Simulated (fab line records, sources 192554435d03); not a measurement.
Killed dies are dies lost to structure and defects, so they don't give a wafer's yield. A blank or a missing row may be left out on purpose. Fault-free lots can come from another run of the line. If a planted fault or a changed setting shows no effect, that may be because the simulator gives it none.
Which tool was responsible? ; flow n5-finfet ; Sampling: 14 lots, 40 wafers, 5 of 1938 route steps

## WHAT EACH GAUGE READ, for each wafer
N5_BEOL_M10_INSPECT_58: inspects for defects (darkfield).
lot;measured;on;raw-defect-count
L181;day 10 01:22;defect-inspect-02;56 64 66
L186;day 10 22:49;defect-inspect-01;101 110 101
L184;day 11 02:41;defect-inspect-02;48 56 89
L187;day 11 14:25;defect-inspect-01;43 58
L188;day 11 23:31;defect-inspect-02;56 69
L190;day 11 23:58;defect-inspect-01;18 61 66
L192;day 12 17:44;defect-inspect-02;73 51 50
L193;day 12 21:53;defect-inspect-01;67 43 53
L194;day 13 08:09;defect-inspect-02;51 75 61
L196;day 13 08:58;defect-inspect-01;95 55 75
L197;day 13 14:46;defect-inspect-01;93 70 103
L200;day 14 04:57;defect-inspect-01;59 71 78
L202;day 15 06:43;defect-inspect-01;63 70 62
L203;day 15 18:02;defect-inspect-02;98 42 78

N5_BEOL_M11_THK_MEAS_01.
lot;measured;on;M11_ILD_THK (nm)
L181;day 10 02:34;film-metro-01;267 271 272
L186;day 10 23:26;film-metro-01;271 271 275
L184;day 11 03:19;film-metro-02;273 270 277
L187;day 11 15:02;film-metro-01;270 272
L188;day 12 00:08;film-metro-02;268 270
L190;day 12 00:36;film-metro-01;268 273 275
L192;day 12 18:22;film-metro-01;271 268 270
L193;day 12 22:30;film-metro-02;263 266 267
L194;day 13 08:46;film-metro-01;267 264 270
L196;day 13 09:53;film-metro-02;265 270 273
L197;day 13 15:23;film-metro-02;269 270 271
L200;day 14 05:35;film-metro-02;273 272 276
L202;day 15 07:23;film-metro-01;267 264 274
L203;day 15 18:40;film-metro-02;265 265 271

N5_BEOL_M11_CD_MEAS_18: pitch 140 nm, target cd 70 nm.
lot;measured;on;cd-nm (nm)
L181;day 10 04:09;cd-sem-01;70.3 70.2 69.3
L186;day 11 02:22;cd-sem-02;70.0 69.2 70.2
L184;day 11 05:50;cd-sem-03;69.5 68.4 69.5
L187;day 11 18:38;cd-sem-03;69.4 70.0
L188;day 12 02:12;cd-sem-02;69.1 69.3
L190;day 12 02:17;cd-sem-02;70.4 69.8 69.9
L192;day 12 20:27;cd-sem-03;69.6 69.5 68.9
L193;day 13 01:13;cd-sem-02;- - -
L194;day 13 11:23;cd-sem-03;- - -
L196;day 13 11:37;cd-sem-02;70.0 69.5 69.9
L197;day 13 18:55;cd-sem-03;69.6 70.3 69.2
L200;day 14 09:35;cd-sem-01;69.6 69.8 69.8
L202;day 15 08:59;cd-sem-02;70.3 71.0 71.2
L203;day 15 20:31;cd-sem-01;69.9 69.8 69.7

## WHAT TOOL EACH LOT RAN ON (gives the tool, then ch and the chambers of the sampled wafers, and finally the start)
lot;N5_BEOL_M11_ETCH_62;N5_BEOL_M11_HM_OPEN_17
L181;rie-diel-01 ch 0,2, day 10 03:47;rie-metal-01 ch 0,1, day 10 04:00
L186;rie-diel-01 ch 0,3, day 11 02:00;rie-metal-02 ch 1, day 11 02:11
L184;rie-diel-03 ch 0,2, day 11 05:28;rie-metal-02 ch 0,1, day 11 05:40
L187;rie-diel-03 ch 0,1, day 11 18:20;rie-metal-02 ch 0, day 11 18:29
L188;rie-diel-05 ch 1,2, day 12 01:50;rie-metal-03 ch 0,1, day 12 02:01
L190;rie-diel-03 ch 0,1, day 12 01:55;rie-metal-01 ch 0,1, day 12 02:07
L192;rie-diel-05 ch 1,2,3, day 12 19:56;rie-metal-01 ch 0,1, day 12 20:07
L193;rie-diel-01 ch 0,3, day 13 00:51;rie-metal-02 ch 0,1, day 13 01:02
L194;rie-diel-03 ch 0,1,3, day 13 10:55;rie-metal-02 ch 0,1, day 13 11:06
L196;rie-diel-01 ch 0,1,3, day 13 11:15;rie-metal-01 ch 0,1, day 13 11:26
L197;rie-diel-05 ch 0,1,3, day 13 18:27;rie-metal-01 ch 0,1, day 13 18:38
L200;rie-diel-01 ch 0,1, day 14 09:13;rie-metal-02 ch 0, day 14 09:24
L202;rie-diel-03 ch 0,1,2, day 15 08:37;rie-metal-02 ch 0,1, day 15 08:48
L203;rie-diel-05 ch 2,3, day 15 20:10;rie-metal-03 ch 0,1, day 15 20:20
- N5_BEOL_M11_ETCH_62: etches SOC in N2/H2, target depth 110 nm, overetch 22 nm, time 165 s.
- N5_BEOL_M11_HM_OPEN_17: chemistry Cl2/BCl3, target TiN, target depth 20 nm, overetch 6 nm.

## AS READ BY THE TOOLS THEMSELVES (means over the sampled wafers that have a number; for cases with no such wafer, the mark the record gives instead)
N5_BEOL_M11_ETCH_62.
lot;tool;drypump-motor-current-A (A);oes-product-au (a.u.);rf-vpp-V (V);showerhead-plenum-p-Torr (Torr);throttle-valve-pct (%)
L181;rie-diel-01;4.9;0.67;525;2.56;18.16
L186;rie-diel-01;5.2;0.63;522;2.48;17.97
L184;rie-diel-03;5.3;0.62;522;2.45;17.75
L187;rie-diel-03;6.0;0.67;524;2.52;18.00
L188;rie-diel-05;6.4;0.68;527;2.67;17.57
L190;rie-diel-03;6.0;0.69;521;2.51;17.96
L192;rie-diel-05;6.2;0.64;527;2.65;17.54
L193;rie-diel-01;5.2;0.62;522;2.47;18.00
L194;rie-diel-03;5.8;0.71;524;2.54;17.84
L196;rie-diel-01;5.4;0.66;523;2.52;17.95
L197;rie-diel-05;5.8;0.62;524;2.53;17.66
L200;rie-diel-01;5.5;0.69;524;2.57;17.90
L202;rie-diel-03;5.7;0.63;522;2.47;17.91
L203;rie-diel-05;6.4;0.68;528;2.63;17.37

N5_BEOL_M11_HM_OPEN_17.
lot;tool;bcl3-flow-sccm (sccm);bias-w (W);drypump-motor-current-A (A);oes-product-au (a.u.);throttle-valve-pct (%)
L181;rie-metal-01;21.79;126.3;5.7;0.71;22.12
L186;rie-metal-02;21.75;125.9;5.3;0.66;22.47
L184;rie-metal-02;21.72;125.7;5.5;0.61;22.44
L187;rie-metal-02;21.74;125.5;5.9;0.54;22.31
L188;rie-metal-03;21.79;126.2;5.7;0.68;22.08
L190;rie-metal-01;21.77;125.5;6.1;0.63;22.22
L192;rie-metal-01;21.63;126.2;5.8;0.67;22.14
L193;rie-metal-02;-;-;-;-;-
L194;rie-metal-02;-;-;-;-;-
L196;rie-metal-01;21.76;125.7;6.1;0.63;22.22
L197;rie-metal-01;21.77;126.0;5.8;0.67;22.15
L200;rie-metal-02;21.81;126.3;5.8;0.53;22.35
L202;rie-metal-02;21.78;126.7;5.7;0.77;22.40
L203;rie-metal-03;21.77;125.5;5.7;0.63;22.24

## THE ANSWER, worked out from the rows above alone
Rule: usual is defined by the lots themselves. The widest of any qualifying gaps counts: lots, ordered by their means at a reading, are off when they make up no more than a third of the lots, leave a main group of 4 or more, and stand apart from it by 3 or more times the standard deviation of that group's means. A main group whose means are all the same, to the digits that the tables above print for the reading, isn't used. A lot without any number at a reading at which 4 lots or more have one is off too. The other lots that the step has rows for count as sound. The gauges are gone through in route order, then the tools' own readings, and for those a lot's mean is taken as printed above. The first step at which some lot is off is used, and at that step the reading that is off furthest; a lot without a number counts as furthest.
Off: L193, L194, at N5_BEOL_M11_CD_MEAS_18 (cd-nm). Without a number there: L193, L194. The main group has a mean of 69.8 nm with a standard deviation of 0.42.
If a tool, at a process step before that reading, ran all the lots that are off and no sound lot after the first of them, it fits. The gauges at N5_BEOL_M11_CD_MEAS_18 aren't tried: what is off there is off at N5_BEOL_M11_HM_OPEN_17 too, on other tools, and a gauge's error can't cause that. None of those tried fits.

## WHAT THE SIMULATOR HAD PUT IN
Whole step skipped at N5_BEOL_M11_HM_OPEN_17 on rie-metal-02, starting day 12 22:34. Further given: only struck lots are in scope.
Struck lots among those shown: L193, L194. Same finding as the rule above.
